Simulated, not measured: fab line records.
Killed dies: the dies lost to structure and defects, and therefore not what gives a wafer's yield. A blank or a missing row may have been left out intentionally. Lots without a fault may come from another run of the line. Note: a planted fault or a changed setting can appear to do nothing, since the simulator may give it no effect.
fab line records -- flow nand-harc
record lots=15, wafers=43, last-day=34
route steps=1302 shown P_M1@297
lots that met no fault: taken from a fault-free run of the same line
start-h: hours from the record's opening day to when the first of the lot's shown wafers began -- wait-h: how many hours have passed since the lot's step before this one -- " unchanged from the row above -- L1.1+2: several wafers, shown together as one row -- - value missing, or start not given -- * or withheld: withheld -- < > ~ a bound
route shown NAME@n: a module of which the file shows steps, and the number in the route of the first -- usual: mean and standard deviation over wafers with no fault -- same: alike in all rows -- chamber/n: place in a boat -- sites: the reading at each site -- _std_site: the values' standard deviation -- _edge_site: inner sites' mean taken away from outer sites' mean -- radius-mm: for every site, how far away it sits from the centre of the wafer -- mask NAME#n: copy n -- behind: the tool/chamber that last shaped the wafer -- hold: cause of the lot's hold/its duration in hours/its outcome -- device: the transistor (n, p or np) that didn't switch -- end of line: the route-end tests of the same wafers -- where a step has no rows: the recipe by itself -- killed: dies lost to structure and defects at the first sort, not the wafer's yield -- map: a wafer's dies, marking killed ones x, the rest . and places with no die _
set.NAME: the run value of the setting; set.NAME@STEP: its run value at that earlier step -- model.NAME: the simulator's own value behind a step, which no gauge read
the route's steps for a sample of lots (tables are steps, rows are wafers)
services: when a tool's chamber went out of use (start-h, in hours from the record's first day, below 0 if earlier), for how many hours, and the reason
## steps
# step NHARC_P_M1_INSPECT_11
# usual raw-defect-count=4.6/2.7
lot.wafer,tool,chamber,start-h,wait-h,raw-defect-count
L783.1,defect-inspect-02,-,145.13,0.0,2
L783.4,defect-inspect-02,-,145.13,0.0,4
L783.6,defect-inspect-02,-,145.13,0.0,4
L784.1,defect-inspect-02,-,145.49,0.0,4
L784.5,defect-inspect-02,-,145.49,0.0,6
L784.6,defect-inspect-02,-,145.49,0.0,8
L787.2,defect-inspect-01,-,169.97,0.0,3
L787.3,defect-inspect-01,-,169.97,0.0,2
L787.6,defect-inspect-01,-,169.97,0.0,1
L786.2,defect-inspect-01,-,170.66,0.0,5
L786.5,defect-inspect-01,-,170.66,0.0,4
L786.6,defect-inspect-01,-,170.66,0.0,4
L788.1,defect-inspect-02,-,185.52,0.0,3
L788.2,defect-inspect-02,-,185.52,0.0,0
L788.6,defect-inspect-02,-,185.52,0.0,9
L789.1,defect-inspect-02,-,198.08,0.0,3
L789.3,defect-inspect-02,-,198.08,0.0,4
L789.5,defect-inspect-02,-,198.08,0.0,4
L790.2,defect-inspect-02,-,209.42,0.0,7
L790.3,defect-inspect-02,-,209.42,0.0,4
L790.6,defect-inspect-02,-,209.42,0.0,4
L794.1,defect-inspect-02,-,252.70,0.0,5
L794.2,defect-inspect-02,-,252.70,0.0,6
L794.5,defect-inspect-02,-,252.70,0.0,1
L795.3,defect-inspect-02,-,257.74,0.0,10
L795.5,defect-inspect-02,-,257.74,0.0,8
L796.1,defect-inspect-02,-,273.22,0.0,4
L796.5,defect-inspect-02,-,273.22,0.0,3
L801.1,defect-inspect-02,-,317.08,0.0,5
L801.3,defect-inspect-02,-,317.08,0.0,5
L801.4,defect-inspect-02,-,317.08,0.0,2
L802.1,defect-inspect-02,-,323.64,0.0,3
L802.4,defect-inspect-02,-,323.64,0.0,3
L802.5,defect-inspect-02,-,323.64,0.0,2
L803.1,defect-inspect-01,-,339.11,0.0,5
L803.4,defect-inspect-01,-,339.11,0.0,3
L803.5,defect-inspect-01,-,339.11,0.0,6
L804.2,defect-inspect-02,-,354.03,0.0,5
L804.3,defect-inspect-02,-,354.03,0.0,8
L804.6,defect-inspect-02,-,354.03,0.0,8
L805.3,defect-inspect-02,-,362.14,0.0,2
L805.5,defect-inspect-02,-,362.14,0.0,3
L805.6,defect-inspect-02,-,362.14,0.0,2
# step NHARC_P_M1_PRE_CLEAN_30
# recipe time-s=30, temp-c=280, gas=H2/He
# usual heater-power-w=412/46
lot.wafer,tool,chamber,start-h,wait-h,heater-power-w
L783.1,pvd-sputter-01,-,-,-,498
L783.4,pvd-sputter-01,-,-,-,374
L783.6,pvd-sputter-01,-,-,-,318
L784.1,pvd-sputter-03,-,-,-,367
L784.5,pvd-sputter-03,-,-,-,361
L784.6,pvd-sputter-03,-,-,-,399
L787.2,pvd-sputter-02,-,-,-,413
L787.3,pvd-sputter-02,-,-,-,418
L787.6,pvd-sputter-02,-,-,-,420
L786.2,pvd-sputter-01,-,-,-,308
L786.6,pvd-sputter-01,-,-,-,357
L786.5,pvd-sputter-01,-,-,-,417
L788.2,pvd-sputter-01,-,-,-,482
L788.1,pvd-sputter-01,-,-,-,365
L788.6,pvd-sputter-01,-,-,-,416
L789.1,pvd-sputter-01,-,-,-,358
L789.3,pvd-sputter-01,-,-,-,470
L789.5,pvd-sputter-01,-,-,-,417
L790.3,pvd-sputter-03,-,-,-,457
L790.2,pvd-sputter-03,-,-,-,390
L790.6,pvd-sputter-03,-,-,-,504
L794.2,pvd-sputter-01,-,-,-,392
L794.1,pvd-sputter-01,-,-,-,329
L794.5,pvd-sputter-01,-,-,-,406
L795.3,pvd-sputter-02,-,-,-,377
L795.5,pvd-sputter-02,-,-,-,397
L796.1,pvd-sputter-03,-,-,-,381
L796.5,pvd-sputter-03,-,-,-,496
L801.1,pvd-sputter-03,-,-,-,461
L801.4,pvd-sputter-03,-,-,-,380
L801.3,pvd-sputter-03,-,-,-,490
L802.1,pvd-sputter-02,-,-,-,433
L802.4,pvd-sputter-02,-,-,-,425
L802.5,pvd-sputter-02,-,-,-,437
L803.1,pvd-sputter-02,-,-,-,426
L803.4,pvd-sputter-02,-,-,-,410
L803.5,pvd-sputter-02,-,-,-,445
L804.3,pvd-sputter-02,-,-,-,431
L804.2,pvd-sputter-02,-,-,-,376
L804.6,pvd-sputter-02,-,-,-,427
L805.3,pvd-sputter-02,-,-,-,405
L805.5,pvd-sputter-02,-,-,-,410
L805.6,pvd-sputter-02,-,-,-,419
# step NHARC_P_M1_ECD_22
# recipe target-thk-a=4000, bath-temp-c=25, material=Cu
lot.wafer,tool,chamber,start-h,wait-h
L783.1+4+6,ecd-cu-01,0,146.79,-
L784.1+6+5,ecd-cu-02,"0,1,0",147.08,-
L787.2+3+6,ecd-cu-01,"0,1,0",171.47,-
L786.2+6+5,ecd-cu-02,"1,0,1",172.15,-
L788.2+1+6,ecd-cu-02,"0,1,0",186.95,-
L789.1+3+5,ecd-cu-02,"1,0,1",199.58,-
L790.2+3+6,ecd-cu-01,"1,0,1",210.92,-
L794.2+1+5,ecd-cu-01,"1,0,1",254.15,-
L795.3+5,ecd-cu-01,1,259.28,-
L796.1+5,ecd-cu-01,1,275.03,-
L801.1+4+3,ecd-cu-02,"0,0,1",318.55,-
L802.1+4+5,ecd-cu-02,"0,1,0",325.22,-
L803.1+4+5,ecd-cu-02,"0,1,1",340.61,-
L804.2+3+6,ecd-cu-01,"1,1,0",355.47,-
L805.3+6+5,ecd-cu-01,"0,1,0",363.85,-
# step NHARC_P_M1_CMP_23
# recipe t-overpolish-s=20, target-thk-nm=157.82
# usual edge-zone-pressure-frac=1.000/0.0045, motor-current-A=11.9/0.96, time-to-endpoint-s=28.6/2.7
lot.wafer,tool,chamber,start-h,wait-h,edge-zone-pressure-frac,motor-current-A,time-to-endpoint-s
L783.4,cmp-04,2,147.49,-,1.013,13.7,29.1
L783.1,cmp-04,0,147.49,-,0.999,12.5,31.7
L783.6,cmp-04,1,147.49,-,1.001,12.6,33.1
L784.1,cmp-03,3,147.83,-,0.997,11.4,26.4
L784.5,cmp-03,1,147.83,-,0.992,11.0,30.7
L784.6,cmp-03,2,147.83,-,1.012,11.2,26.1
L787.2,cmp-03,2,172.17,-,1.004,11.2,27.2
L787.3,cmp-03,0,172.17,-,1.002,11.8,26.5
L787.6,cmp-03,2,172.17,-,1.009,11.5,24.2
L786.2,cmp-01,0,172.90,-,0.994,12.0,26.8
L786.5,cmp-01,1,172.90,-,1.004,13.0,27.9
L786.6,cmp-01,2,172.90,-,1.001,10.5,27.5
L788.1,cmp-03,3,187.84,-,1.001,11.0,31.1
L788.2,cmp-03,0,187.84,-,0.998,11.2,27.3
L788.6,cmp-03,0,187.84,-,0.996,10.7,28.2
L789.3,cmp-01,3,200.25,-,1.005,11.4,30.9
L789.1,cmp-01,0,200.25,-,0.996,12.0,31.9
L789.5,cmp-01,3,200.25,-,0.997,11.6,30.7
L790.2,cmp-04,2,211.59,-,1.004,13.6,28.0
L790.3,cmp-04,3,211.59,-,1.000,11.6,23.9
L790.6,cmp-04,2,211.59,-,1.000,13.8,24.2
L794.2,cmp-01,3,254.90,-,0.994,11.3,14.1
L794.1,cmp-01,0,254.90,-,0.998,12.3,32.0
L794.5,cmp-01,3,254.90,-,1.004,12.0,15.8
L795.3,cmp-04,2,259.99,-,0.997,13.4,30.7
L795.5,cmp-04,3,259.99,-,0.995,11.9,16.9
L796.1,cmp-01,0,275.89,-,0.997,11.9,29.3
L796.5,cmp-01,1,275.89,-,1.003,12.8,12.0
L801.3,cmp-04,1,319.27,-,0.994,12.7,31.5
L801.1,cmp-04,2,319.27,-,0.994,14.0,28.3
L801.4,cmp-04,3,319.27,-,1.006,11.7,27.6
L802.4,cmp-03,3,325.89,-,0.994,11.5,32.3
L802.1,cmp-03,0,325.89,-,0.996,10.7,26.5
L802.5,cmp-03,0,325.89,-,1.001,11.0,28.3
L803.4,cmp-01,3,341.33,-,0.999,11.5,30.7
L803.1,cmp-01,0,341.33,-,1.009,12.7,29.8
L803.5,cmp-01,0,341.33,-,0.999,12.2,29.6
L804.3,cmp-04,2,356.19,-,1.004,14.3,24.7
L804.2,cmp-04,1,356.19,-,1.003,12.9,28.8
L804.6,cmp-04,3,356.19,-,1.001,11.6,28.3
L805.3,cmp-01,1,364.45,-,1.004,12.2,28.5
L805.5,cmp-01,0,364.45,-,1.003,12.2,31.4
L805.6,cmp-01,1,364.45,-,1.005,12.7,29.7
# step NHARC_P_M1_INSPECT_27
# usual raw-defect-count=292/110
lot.wafer,tool,chamber,start-h,wait-h,raw-defect-count
L783.1,defect-inspect-02,-,147.94,0.0,200
L783.4,defect-inspect-02,-,147.94,0.0,256
L783.6,defect-inspect-02,-,147.94,0.0,178
L784.1,defect-inspect-01,-,148.25,0.0,512
L784.5,defect-inspect-01,-,148.25,0.0,331
L784.6,defect-inspect-01,-,148.25,0.0,400
L787.2,defect-inspect-02,-,172.61,0.0,576
L787.3,defect-inspect-02,-,172.61,0.0,210
L787.6,defect-inspect-02,-,172.61,0.0,309
L786.2,defect-inspect-01,-,173.29,0.0,278
L786.5,defect-inspect-01,-,173.29,0.0,413
L786.6,defect-inspect-01,-,173.29,0.0,277
L788.1,defect-inspect-02,-,188.31,0.0,199
L788.2,defect-inspect-02,-,188.31,0.0,286
L788.6,defect-inspect-02,-,188.31,0.0,200
L789.1,defect-inspect-01,-,200.72,0.0,266
L789.3,defect-inspect-01,-,200.72,0.0,275
L789.5,defect-inspect-01,-,200.72,0.0,240
L790.2,defect-inspect-01,-,212.06,0.0,285
L790.3,defect-inspect-01,-,212.06,0.0,411
L790.6,defect-inspect-01,-,212.06,0.0,246
L794.1,defect-inspect-01,-,255.34,0.0,201
L794.2,defect-inspect-01,-,255.34,0.0,176
L794.5,defect-inspect-01,-,255.34,0.0,167
L795.3,defect-inspect-01,-,260.38,0.0,354
L795.5,defect-inspect-01,-,260.38,0.0,285
L796.1,defect-inspect-02,-,276.37,0.0,269
L796.5,defect-inspect-02,-,276.37,0.0,222
L801.1,defect-inspect-01,-,319.74,0.0,147
L801.3,defect-inspect-01,-,319.74,0.0,155
L801.4,defect-inspect-01,-,319.74,0.0,226
L802.1,defect-inspect-02,-,326.36,0.0,413
L802.4,defect-inspect-02,-,326.36,0.0,404
L802.5,defect-inspect-02,-,326.36,0.0,460
L803.1,defect-inspect-02,-,341.80,0.0,292
L803.4,defect-inspect-02,-,341.80,0.0,221
L803.5,defect-inspect-02,-,341.80,0.0,266
L804.2,defect-inspect-01,-,356.66,0.0,151
L804.3,defect-inspect-01,-,356.66,0.0,305
L804.6,defect-inspect-01,-,356.66,0.0,191
L805.3,defect-inspect-02,-,364.89,0.0,381
L805.5,defect-inspect-02,-,364.89,0.0,246
L805.6,defect-inspect-02,-,364.89,0.0,275
## services
tool,chamber,start-h,hours,kind
cmp-04,-,125.00,4.0,pm
pvd-sputter-02,-,140.85,0.9,repair
pvd-sputter-02,-,147.57,3.4,repair
cmp-04,-,151.22,1.4,repair
ecd-cu-01,-,160.00,8.0,pm
pvd-sputter-02,-,175.56,22.0,repair
cmp-01,-,177.32,0.2,repair
cmp-01,-,185.50,4.0,pm
cmp-01,-,195.78,0.4,repair
cmp-01,-,217.69,1.0,repair
pvd-sputter-01,-,226.07,10.0,pm
ecd-cu-01,-,238.71,1.9,repair
ecd-cu-02,-,246.98,8.0,pm
pvd-sputter-01,-,264.00,16.4,repair
cmp-01,-,272.90,2.1,repair
pvd-sputter-02,-,282.04,10.0,pm
cmp-01,-,283.50,4.0,pm
ecd-cu-02,-,286.83,1.0,repair
cmp-01,-,319.64,1.3,repair
ecd-cu-02,-,330.54,2.3,repair
ecd-cu-01,-,336.00,8.0,pm
pvd-sputter-01,-,338.25,3.5,repair
cmp-01,-,351.33,0.3,repair
cmp-01,-,360.76,0.5,repair
## key
first-sign step=NHARC_P_M1_CMP_23, reading=time-to-endpoint-s, direction=down, sigmas=5.1, usual=*, struck=*
effect none on later readings
met-at NHARC_P_M1_ECD_22
struck-lots L794,L795,L796
struck-wafers L794.2,L794.5,L795.5,L796.5
later-rows-left-out L794.2,L794.5,L795.5,L796.5
sort-left-out L794.2,L794.5,L795.5,L796.5
not-acting-at NHARC_P_M1_INSPECT_11,NHARC_P_M1_PRE_CLEAN_30,NHARC_P_M1_INSPECT_27
onset-between 210.92 254.15
fault kind=process-parameter-drift, tool=ecd-cu-01, chamber=-, onset-h=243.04, steps=NHARC_P_M1_ECD_22, channel=target-thk-a, offset=*, shape=step, end-h=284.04, scope=struck-wafers-only, acts-in=*, stated=*
# sort-left-out: the simulated sort isn't trusted on such a fault, so these wafers' sort isn't shown, and their yield isn't known
# later-rows-left-out: the simulator's readings of these wafers behind a module that went badly wrong aren't trusted and aren't shown, but for the sort
